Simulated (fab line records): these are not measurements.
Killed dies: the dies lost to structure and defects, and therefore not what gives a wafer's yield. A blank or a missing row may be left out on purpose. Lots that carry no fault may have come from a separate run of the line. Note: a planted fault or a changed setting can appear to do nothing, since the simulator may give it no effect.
fab line records	flow n5Finfet
record: lots: 10	wafers: 28	lastDay: 17
route steps=1938 shown BEOL_M15@1787
lots that met no fault: taken from a fault-free run of the same line
startH: hours from the record's first day to the start of the lot's first wafer shown	waitH: how many hours have passed since the lot's step before this one	" unchanged from the row above	L1.1+2: a row that stands for several wafers	- value missing, or start not given	* or withheld: withheld	< > ~ a bound
route shown NAME@n: names a module that has steps shown in the file, with the first one's number in the route	usual: average and standard deviation across the fault-free wafers	same: alike in all rows	chamber/n: place in a boat	sites: readings site by site	_std_site: the standard deviation of these	_edge_site: outer sites' mean less inner sites'	radiusMm: for every site, how far away it sits from the centre of the wafer	mask NAME#n: copy n	behind: tool/chamber where the wafer was last shaped	hold: why the lot was held/for how many hours/how that ended	device: the n, p or np transistor that did not switch	end of line: the same wafers' tests at the end of the route	a step without rows: its recipe alone	killed: dies lost to structure and defects at the first sort, not the wafer's yield	map: shows each die of a wafer: x if killed, . if not, _ if none is there
set.NAME: setting as actually run; set.NAME@STEP: the setting as run at that earlier step	model.NAME: the simulator's own value behind a step, which no gauge read
a sample of lots followed through the steps of the route, with each step as a table and each wafer as a row
services: when a tool's chamber went out of use (startH, in hours from the record's first day, below 0 if earlier), for how many hours, and the reason
== steps ==
step: N5_BEOL_M15_ETCH_59
recipe: chemistry: N2/H2	target: BARC	targetDepthA: 890	overetchA: 267	timeS: 67.9	ionEnergyEv: 200	pressureMtorr: 30	sourceW: 840	biasW: 150	n2FlowSccm: 200	h2FlowSccm: 200
usual: drypumpMotorCurrentA: 5.9/0.45	oesProductAu: 0.66/0.068	rfVppV: 524.9/2	runLengthS: 91.3/0.32	showerheadPlenumPTorr: 2.58/0.07	throttleValvePct: 17.84/0.22
lot.wafer	tool	chamber	startH	waitH	drypumpMotorCurrentA	oesProductAu	rfHoursCounterH	rfVppV	runLengthS	showerheadPlenumPTorr	throttleValvePct
L534.1	rieDiel-03	0	247.89	0.0	6.7	0.65	140	524.1	91.2	2.55	18.10
L534.4	"	3	"	"	6.0	0.60	197	525.9	91.0	2.63	18.15
L534.6	"	2	"	"	4.9	0.74	-	522.2	91.5	2.49	17.59
L536.2	rieDiel-03	3	261.74	0.0	5.9	0.60	202	525.8	91.0	2.63	18.15
L536.3	"	2	"	"	4.9	0.73	37	521.8	91.1	2.48	17.59
L536.5	"	1	"	"	6.0	0.62	-	525.9	91.5	2.64	17.99
L540.2	rieDiel-02	3	278.50	0.0	5.6	0.77	38	528.8	91.4	2.71	17.57
L540.3	"	1	"	"	5.8	0.62	190	522.7	91.2	2.53	17.70
L540.4	"	1	"	"	5.7	0.62	-	522.2	91.0	2.53	17.69
L541.1	rieDiel-01	1	286.37	0.0	5.9	0.71	79	527.1	91.0	2.66	17.65
L541.4	"	3	"	"	6.4	0.61	220	525.2	91.3	2.51	17.92
L541.5	"	0	"	"	5.8	0.73	-	525.8	91.6	2.57	17.82
L543.1	rieDiel-01	3	302.01	0.0	6.4	0.60	225	522.8	91.9	2.51	17.93
L543.2	"	1	"	"	5.9	0.70	83	527.9	91.1	2.66	17.68
L543.4	"	1	"	"	5.9	0.69	-	527.4	91.4	2.66	17.66
L545.1	rieDiel-02	2	316.45	0.0	6.5	0.60	245	523.8	91.0	2.53	18.30
L545.2	"	1	"	"	5.8	0.62	204	525.1	91.1	2.52	17.71
L545.4	"	3	"	"	5.6	0.74	51	529.4	91.2	2.70	17.60
L552.3	rieDiel-01	1	370.37	0.0	5.9	0.68	104	527.8	91.4	2.65	17.71
L552.4	"	0	"	"	5.8	0.70	80	524.9	91.1	2.56	17.87
L555.3	rieDiel-01	0	381.17	0.0	5.8	0.70	84	524.7	91.1	2.56	17.89
L555.5	"	0	"	"	5.8	0.70	-	524.8	91.4	2.56	17.88
L555.6	"	1	"	"	5.9	0.68	-	526.5	90.9	2.65	17.69
L556.1	rieDiel-02	1	382.36	0.0	5.8	0.60	229	521.6	90.9	2.51	17.76
L556.2	"	0	"	"	5.1	0.78	19	525.7	91.2	2.58	17.49
L556.5	"	3	"	"	5.6	0.72	-	527.2	91.6	2.69	17.63
L554.4	rieDiel-01	2	385.52	0.0	5.7	0.59	-	526.3	91.8	2.62	17.71
L554.6	"	1	"	"	5.9	0.67	-	526.8	90.8	2.65	17.71
step: N5_BEOL_M15_ETCH_61
recipe: chemistry: N2/H2	target: BARC	targetDepthA: 890	overetchA: 267	timeS: 67.9	ionEnergyEv: 200	pressureMtorr: 30	sourceW: 840	biasW: 150	n2FlowSccm: 200	h2FlowSccm: 200
usual: drypumpMotorCurrentA: 5.8/0.42	oesProductAu: 0.68/0.07	rfVppV: 525.1/2.1	runLengthS: 91.3/0.33	showerheadPlenumPTorr: 2.59/0.068	throttleValvePct: 17.77/0.19
lot.wafer	tool	chamber	startH	waitH	drypumpMotorCurrentA	oesProductAu	rfHoursCounterH	rfVppV	runLengthS	showerheadPlenumPTorr	throttleValvePct
L534.1	rieDiel-02	3	249.49	0.0	5.6	0.78	25	528.2	91.2	2.71	17.54
L534.4	"	1	"	"	5.7	0.63	-	523.0	91.0	2.53	17.67
L534.6	"	0	"	"	5.1	0.58	-	525.9	90.8	2.59	17.94
L536.2	rieDiel-03	0	263.58	0.0	6.8	0.64	144	524.7	91.1	2.55	18.11
L536.3	"	3	"	"	6.0	0.60	203	525.6	91.2	2.63	18.15
L536.5	"	3	"	"	5.9	0.60	-	525.9	91.1	2.63	18.16
L540.2	rieDiel-02	2	279.99	0.0	6.5	0.61	232	522.8	90.6	2.53	18.28
L540.3	"	3	"	"	5.6	0.76	39	529.4	91.1	2.71	17.55
L540.4	"	3	"	"	5.6	0.77	-	528.0	91.3	2.71	17.58
L541.1	rieDiel-01	0	288.01	0.0	5.8	0.73	54	525.3	91.1	2.57	17.82
L541.4	"	3	"	"	6.3	0.61	221	522.8	91.2	2.51	17.93
L541.5	"	1	"	"	5.9	0.70	-	526.8	91.0	2.66	17.65
L543.1	rieDiel-01	0	303.65	0.0	5.8	0.71	58	525.7	91.3	2.57	17.83
L543.2	"	1	"	"	5.9	0.69	84	527.6	91.1	2.66	17.66
L543.4	"	1	"	"	5.9	0.70	-	527.6	90.8	2.66	17.66
L545.1	rieDiel-01	1	317.90	0.0	5.9	0.70	90	526.4	90.8	2.66	17.66
L545.2	"	3	"	"	6.3	0.60	231	522.2	91.3	2.50	17.95
L545.4	"	3	"	"	6.3	0.60	-	523.7	91.1	2.50	17.95
L552.3	rieDiel-01	2	371.83	0.0	5.7	0.68	241	525.0	81.0	2.62	17.76
L552.4	"	3	"	"	6.3	0.60	249	522.6	91.5	2.50	17.96
L555.3	rieDiel-02	3	382.80	0.0	5.6	0.73	72	527.1	91.4	2.69	17.62
L555.5	"	1	"	"	5.8	0.60	-	524.0	91.3	2.51	17.75
L555.6	"	0	"	"	5.1	0.78	-	524.7	91.1	2.58	17.48
L556.1	rieDiel-02	0	384.48	0.0	5.1	0.78	20	524.7	91.0	2.58	17.51
L556.2	"	1	"	"	5.8	0.60	229	523.6	91.1	2.51	17.75
L556.5	"	3	"	"	5.6	0.72	-	527.0	91.8	2.69	17.63
L554.4	rieDiel-01	1	387.11	0.0	5.9	0.67	-	527.5	90.9	2.65	17.70
L554.6	"	0	"	"	5.8	0.82	-	525.2	80.5	2.56	17.93
step: N5_BEOL_M15_STRIP_36
recipe: chemistry: O2	powerW: 600	tempC: 60	pressureMtorr: 30	rfFrequencyHz: 6e+07	biasPowerW: 0	overashFraction: 0.3	o2FlowSccm: 225
usual: drypumpMotorCurrentA: 5.9/0.52	oesProductAu: 0.77/0.079	rfVppV: 3.5/0.98	showerheadPlenumPTorr: 2.13/0.063	throttleValvePct: 16.64/0.19
lot.wafer	tool	chamber	startH	waitH	drypumpMotorCurrentA	oesProductAu	rfHoursCounterH	rfVppV	showerheadPlenumPTorr	throttleValvePct
L534.1	rieDiel-01	3	251.97	2.2	6.3	0.72	210	3.9	2.09	16.79
L534.4	"	0	"	"	5.8	0.89	43	5.5	2.11	16.49
L534.6	"	0	"	"	5.8	0.88	-	2.7	2.11	16.49
L536.2	rieDiel-01	3	264.07	0.2	6.3	0.72	213	2.4	2.09	16.82
L536.3	"	0	"	"	5.8	0.88	46	2.3	2.11	16.53
L536.5	"	1	"	"	5.9	0.83	-	5.0	2.24	16.63
L540.2	rieDiel-03	2	282.21	2.0	4.9	0.84	44	2.2	2.03	16.38
L540.3	"	1	"	"	6.0	0.72	199	1.8	2.15	16.76
L540.4	"	0	"	"	6.7	0.73	150	3.1	2.10	16.75
L541.1	rieDiel-03	2	291.26	3.0	4.9	0.83	48	3.3	2.03	16.39
L541.4	"	0	"	"	6.7	0.74	-	4.9	2.10	16.75
L541.5	"	2	"	"	4.9	0.84	-	3.4	2.03	16.36
L543.1	rieDiel-01	0	308.25	4.4	5.8	0.87	60	4.6	2.10	16.57
L543.2	"	1	"	"	5.9	0.82	86	2.8	2.23	16.67
L543.4	"	3	"	"	6.3	0.72	-	3.3	2.09	16.81
L545.1	rieDiel-01	1	321.24	3.1	5.9	0.82	90	3.2	2.23	16.67
L545.2	"	0	"	"	5.8	0.83	65	3.8	2.10	16.56
L545.4	"	1	"	"	5.9	0.81	-	3.9	2.23	16.65
L552.3	rieDiel-03	0	372.97	0.9	6.8	0.72	177	2.8	2.09	16.82
L552.4	"	1	"	"	6.1	0.69	226	3.4	2.14	16.83
L555.3	rieDiel-02	0	383.65	0.6	5.1	0.92	19	3.1	2.15	16.40
L555.5	"	2	"	"	6.4	0.94	-	4.7	2.05	16.39
L555.6	"	1	"	"	5.8	0.70	-	3.5	2.08	16.67
L556.1	rieDiel-02	3	386.67	2.0	5.6	0.83	73	3.5	2.22	16.44
L556.2	"	1	"	"	5.8	0.69	230	2.6	2.08	16.68
L556.5	"	0	"	"	5.0	0.92	-	2.5	2.15	16.41
L554.4	rieDiel-01	1	387.39	0.1	5.9	0.80	-	2.9	2.22	16.69
L554.6	"	0	"	"	5.8	0.83	-	3.8	2.09	16.61
step: N5_BEOL_M15_STRIP_62
recipe: chemistry: O2	powerW: 600	tempC: 60	pressureMtorr: 30	rfFrequencyHz: 6e+07	biasPowerW: 0	overashFraction: 0.3	o2FlowSccm: 225
usual: drypumpMotorCurrentA: 5.9/0.52	oesProductAu: 0.77/0.077	rfVppV: 3.6/0.49	showerheadPlenumPTorr: 2.13/0.063	throttleValvePct: 16.64/0.19
lot.wafer	tool	chamber	startH	waitH	drypumpMotorCurrentA	oesProductAu	rfHoursCounterH	rfVppV	showerheadPlenumPTorr	throttleValvePct
L534.1	rieDiel-01	3	-	-	6.3	0.73	210	4.0	2.09	16.79
L534.4	"	0	"	"	5.8	0.88	43	4.2	2.11	16.54
L534.6	"	0	"	"	5.8	0.87	-	4.1	2.11	16.53
L536.2	rieDiel-01	3	-	-	6.3	0.72	213	3.3	2.09	16.79
L536.3	"	0	"	"	5.8	0.88	46	3.9	2.11	16.52
L536.5	"	1	"	"	5.9	0.84	-	4.0	2.24	16.65
L540.2	rieDiel-03	2	-	-	4.9	0.84	44	3.6	2.03	16.37
L540.3	"	1	"	"	6.1	0.72	200	3.7	2.15	16.74
L540.4	"	0	"	"	6.7	0.74	150	2.9	2.10	16.76
L541.1	rieDiel-03	2	-	-	4.9	0.84	48	3.0	2.03	16.38
L541.4	"	0	"	"	6.8	0.73	-	3.2	2.10	16.75
L541.5	"	2	"	"	4.9	0.84	-	3.5	2.03	16.39
L543.1	rieDiel-01	0	-	-	5.8	0.85	60	3.0	2.10	16.54
L543.2	"	1	"	"	5.9	0.83	86	4.2	2.23	16.67
L543.4	"	3	"	"	6.3	0.71	-	3.3	2.08	16.81
L545.1	rieDiel-01	1	-	-	5.9	0.81	90	3.5	2.23	16.68
L545.2	"	0	"	"	5.8	0.84	65	3.2	2.10	16.56
L545.4	"	1	"	"	5.9	0.81	-	3.9	2.23	16.68
L552.3	rieDiel-03	0	-	-	6.7	0.72	177	3.1	2.09	16.78
L552.4	"	1	"	"	6.0	0.70	226	3.4	2.14	16.77
L555.3	rieDiel-02	0	-	-	5.1	0.91	19	3.9	2.15	16.37
L555.5	"	2	"	"	6.5	0.92	-	2.9	2.05	16.41
L555.6	"	1	"	"	5.8	0.69	-	3.1	2.08	16.64
L556.1	rieDiel-02	3	-	-	5.6	0.84	73	3.2	2.22	16.42
L556.2	"	1	"	"	5.7	0.69	230	2.8	2.08	16.64
L556.5	"	0	"	"	5.1	0.91	-	2.6	2.15	16.39
L554.4	rieDiel-01	1	-	-	5.9	0.80	-	3.8	2.22	16.72
L554.6	"	0	"	"	5.8	0.82	-	3.8	2.09	16.61
== services ==
tool	chamber	startH	hours	kind
rieDiel-03	-	236.51	0.3	repair
rieDiel-02	2	244.08	21.0	repair
rieDiel-03	0	253.64	2.0	repair
rieDiel-02	0	254.95	14.4	repair
rieDiel-02	3	282.57	1.5	repair
rieDiel-03	3	285.32	6.0	repair
rieDiel-01	-	290.73	2.8	pm
rieDiel-01	2	293.58	40.7	repair
rieDiel-02	2	324.02	3.9	repair
rieDiel-01	1	326.23	2.7	repair
rieDiel-02	2	335.77	-	clean
rieDiel-02	2	335.77	-	consumableReplace:focusRing
rieDiel-02	2	335.77	17.2	scheduledDown
rieDiel-02	2	335.77	17.2	ventCycle
rieDiel-01	3	376.47	-	clean
rieDiel-01	3	376.47	-	consumableReplace:focusRing
rieDiel-01	3	376.47	19.3	scheduledDown
rieDiel-01	3	376.47	19.3	ventCycle
== key ==
firstSign: step: N5_BEOL_M15_ETCH_61	reading: runLengthS	direction: down	sigmas: 32	usual: *	struck: *
effect none on later readings
metAt N5_BEOL_M15_ETCH_61
struckLots L552,L554
struckWafers L552.3,L554.6
notActingAt N5_BEOL_M15_ETCH_59,N5_BEOL_M15_STRIP_36,N5_BEOL_M15_STRIP_62
onsetBetween 317.90 371.83
fault: kind: processParameterDrift	tool: rieDiel-01	chamber: -	onsetH: 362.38	steps: N5_BEOL_M15_ETCH_61	channel: timeS	offset: *	shape: step	endH: 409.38	scope: struckWafersOnly	actsIn: *	stated: *
